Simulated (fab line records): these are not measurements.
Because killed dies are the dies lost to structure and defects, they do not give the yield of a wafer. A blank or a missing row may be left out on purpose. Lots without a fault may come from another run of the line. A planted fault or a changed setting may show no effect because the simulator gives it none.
Chamber matching / flow n5 finfet / 4 sister chambers for N5_BEOL_M7_ALD_77 on ald metal-04
The step deposits TaN, target thk 2 nm, pulse time 2 s, purge time 3 s. 8 wafers are shown with their chamber, then 8 later ones without.

## EACH WAFER AND ITS CHAMBER
wafer=L075.4; chamber=0; heater power w (W)=363
wafer=L080.3; chamber=2; heater power w (W)=366
wafer=L080.5; chamber=1; heater power w (W)=441
wafer=L080.6; chamber=0; heater power w (W)=370
wafer=L083.1; chamber=1; heater power w (W)=438
wafer=L083.4; chamber=2; heater power w (W)=370
wafer=L083.6; chamber=3; heater power w (W)=434
wafer=L090.1; chamber=3; heater power w (W)=433

## WAFERS MISSING THEIR CHAMBER
wafer=L090.4; heater power w (W)=370
wafer=L090.5; heater power w (W)=443
wafer=L096.1; heater power w (W)=363
wafer=L096.2; heater power w (W)=443
wafer=L096.3; heater power w (W)=434
wafer=L095.1; heater power w (W)=376
wafer=L095.2; heater power w (W)=379
wafer=L095.4; heater power w (W)=448

## EACH ONE'S CHAMBER
wafer=L090.4; from the rows above=can't be placed: 2 or 0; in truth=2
wafer=L090.5; from the rows above=can't be placed: 1 or 3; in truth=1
wafer=L096.1; from the rows above=can't be placed: 0 or 2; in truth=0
wafer=L096.2; from the rows above=can't be placed: 1 or 3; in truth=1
wafer=L096.3; from the rows above=can't be placed: 3 or 1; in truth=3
wafer=L095.1; from the rows above=can't be placed: 2 or 0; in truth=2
wafer=L095.2; from the rows above=can't be placed: 2 or 0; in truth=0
wafer=L095.4; from the rows above=can't be placed: 1 or 3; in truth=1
Placed correctly: 0 of 8. Cannot be placed on the basis of these rows: 8; the candidates contain the true chamber in 8. 0 placed wrongly.
How it was worked out, from the rows above alone: a wafer's distance from a chamber is the root of the sum, over the readings, of the square of ((its reading less the chamber's mean) divided by the reading's scatter). The wafer belongs to the nearest chamber; if the next one is less than 2 further off, it can't be placed. Each chamber's mean is taken over the wafers shown for it. How the scatter is found: for the shown wafers, subtract from each reading the mean of its chamber, square and add these, divide the total by (wafers less chambers), then take the root.
